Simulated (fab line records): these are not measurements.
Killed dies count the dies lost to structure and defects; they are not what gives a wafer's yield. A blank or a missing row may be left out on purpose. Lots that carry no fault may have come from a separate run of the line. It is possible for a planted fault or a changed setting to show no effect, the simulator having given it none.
Chamber matching + flow n5_finfet + rie_diel-04 running N5_BEOL_M14_ETCH_59: 4 sister chambers
The step etches BARC in N2/H2, target depth 89 nm, overetch 26.7 nm, time 67.9 s. 16 wafers are shown with their chamber, then 8 later ones without.

== WAFERS, EACH WITH ITS CHAMBER ==
| wafer  | chamber | drypump_motor_current_A (A) | showerhead_plenum_p_Torr (Torr) | throttle_valve_pct (%) |
|--------|---------|-----------------------------|---------------------------------|------------------------|
| L074.2 | 0       | 6.4                         | 2.70                            | 17.79                  |
| L074.5 | 0       | 6.4                         | 2.70                            | 17.78                  |
| L074.6 | 3       | 6.5                         | 2.63                            | 17.66                  |
| L075.2 | 3       | 6.5                         | 2.62                            | 17.69                  |
| L075.3 | 2       | 5.4                         | 2.61                            | 18.53                  |
| L075.4 | 0       | 6.4                         | 2.70                            | 17.81                  |
| L076.1 | 1       | 5.3                         | 2.54                            | 17.56                  |
| L076.2 | 3       | 6.5                         | 2.62                            | 17.70                  |
| L076.4 | 2       | 5.5                         | 2.61                            | 18.53                  |
| L078.1 | 1       | 5.3                         | 2.54                            | 17.56                  |
| L078.3 | 3       | 6.5                         | 2.62                            | 17.68                  |
| L078.5 | 0       | 6.4                         | 2.70                            | 17.83                  |
| L081.1 | 3       | 6.5                         | 2.62                            | 17.69                  |
| L081.3 | 1       | 5.3                         | 2.54                            | 17.59                  |
| L081.6 | 1       | 5.3                         | 2.54                            | 17.56                  |
| L087.2 | 1       | 5.3                         | 2.53                            | 17.61                  |

SIGNATURES, as means of the wafers listed above
| reading                  | chamber 0 | chamber 1 | chamber 2 | chamber 3 | scatter within a chamber |
|--------------------------|-----------|-----------|-----------|-----------|--------------------------|
| drypump_motor_current_A  | 6.400     | 5.300     | 5.450     | 6.500     | 0.0204                   |
| showerhead_plenum_p_Torr | 2.7000    | 2.5380    | 2.6100    | 2.6220    | 0.00365                  |
| throttle_valve_pct       | 17.8025   | 17.5760   | 18.5300   | 17.6840   | 0.0194                   |
Rule: a wafer's distance from a chamber is the root of the sum, over the readings, of the square of ((its reading less the chamber's mean) divided by the reading's scatter). If the next closest chamber is less than 2 further off than the closest, the wafer can't be placed; otherwise it belongs to the closest. The scatter: the root of (the sum of the squares of (reading less its chamber's mean) over the shown wafers, divided by (wafers less chambers)).

== WAFERS WHOSE CHAMBER IS MISSING ==
| wafer  | drypump_motor_current_A (A) | showerhead_plenum_p_Torr (Torr) | throttle_valve_pct (%) |
|--------|-----------------------------|---------------------------------|------------------------|
| L087.3 | 6.5                         | 2.61                            | 17.72                  |
| L087.5 | 6.5                         | 2.61                            | 17.72                  |
| L096.1 | 5.4                         | 2.59                            | 18.16                  |
| L096.2 | 6.5                         | 2.60                            | 17.33                  |
| L096.3 | 5.3                         | 2.52                            | 17.65                  |
| L094.1 | 6.4                         | 2.68                            | 17.89                  |
| L094.4 | 6.5                         | 2.60                            | 17.32                  |
| L094.5 | 5.4                         | 2.59                            | 18.15                  |

== CHAMBER TAKEN BY EACH ==
| wafer  | from the rows above | in truth |
|--------|---------------------|----------|
| L087.3 | 3                   | 3        |
| L087.5 | 3                   | 3        |
| L096.1 | 2                   | 2        |
| L096.2 | 3                   | 3        |
| L096.3 | 1                   | 1        |
| L094.1 | 0                   | 0        |
| L094.4 | 3                   | 3        |
| L094.5 | 2                   | 2        |
Correct placement for 8 of the 8. Number that these rows cannot place: 0. 0 placed wrongly.
